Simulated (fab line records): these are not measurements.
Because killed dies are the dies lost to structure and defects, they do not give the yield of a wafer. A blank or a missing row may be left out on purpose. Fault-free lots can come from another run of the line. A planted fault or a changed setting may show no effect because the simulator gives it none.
Chamber matching | flow nand-harc | NHARC_A_BLC_STRIP_21 on rie-diel-10 has 4 sister chambers
The step strips in O2. 14 wafers are shown with their chamber, then 7 later ones without.

## WAFERS PAIRED WITH THEIR CHAMBERS
wafer  | chamber | showerhead-plenum-p-Torr (Torr) | drypump-motor-current-A (A) | throttle-valve-pct (%)
L528.2 | 3       | 3.62                            | 6.4                         | 17.053
L528.4 | 0       | 3.77                            | 5.6                         | 17.053
L528.6 | 2       | 3.44                            | 6.1                         | 17.028
L530.1 | 0       | 3.77                            | 5.6                         | 17.026
L530.2 | 3       | 3.62                            | 6.3                         | 17.037
L530.3 | 1       | 3.35                            | 6.1                         | 17.035
L538.1 | 0       | 3.77                            | 5.6                         | 17.052
L538.2 | 2       | 3.44                            | 6.1                         | 17.036
L538.6 | 3       | 3.61                            | 6.4                         | 17.039
L539.1 | 2       | 3.44                            | 6.1                         | 17.010
L539.4 | 3       | 3.61                            | 6.4                         | 17.046
L539.6 | 1       | 3.35                            | 6.1                         | 17.037
L537.2 | 0       | 3.77                            | 5.6                         | 17.031
L537.3 | 1       | 3.35                            | 6.1                         | 17.037

SIGNATURES (means of the wafers above)
reading                  | chamber 0 | chamber 1 | chamber 2 | chamber 3 | scatter within a chamber
showerhead-plenum-p-Torr | 3.7700    | 3.3500    | 3.4400    | 3.6150    | 0.00316
drypump-motor-current-A  | 5.600     | 6.100     | 6.100     | 6.375     | 0.0274
throttle-valve-pct       | 17.04050  | 17.03633  | 17.02467  | 17.04375  | 0.0105
Rule: for a wafer and a chamber, the distance is found by dividing, reading by reading, the gap between the wafer's reading and the chamber's mean by the reading's scatter, squaring, summing and taking the root. If the next closest chamber is less than 2 further off than the closest, the wafer can't be placed; otherwise it belongs to the closest. The scatter: take each reading less its chamber's mean, square it, sum over the shown wafers, divide by the number of wafers less the number of chambers, and take the root.

## WAFERS MISSING THEIR CHAMBER
wafer  | showerhead-plenum-p-Torr (Torr) | drypump-motor-current-A (A) | throttle-valve-pct (%)
L537.4 | 3.61                            | 6.4                         | 17.033
L546.2 | 3.44                            | 6.1                         | 17.048
L546.3 | 3.61                            | 6.3                         | 17.041
L546.4 | 3.61                            | 6.4                         | 17.038
L548.1 | 3.61                            | 6.3                         | 17.047
L548.5 | 3.61                            | 6.4                         | 17.033
L548.6 | 3.44                            | 6.1                         | 17.037

## EACH ONE'S CHAMBER
wafer  | from the rows above | in truth
L537.4 | 3                   | 3
L546.2 | 2                   | 2
L546.3 | 3                   | 3
L546.4 | 3                   | 3
L548.1 | 3                   | 3
L548.5 | 3                   | 3
L548.6 | 2                   | 2
Correct placement for 7 of the 7. Not placeable from these rows: 0. Number placed wrongly: 0.
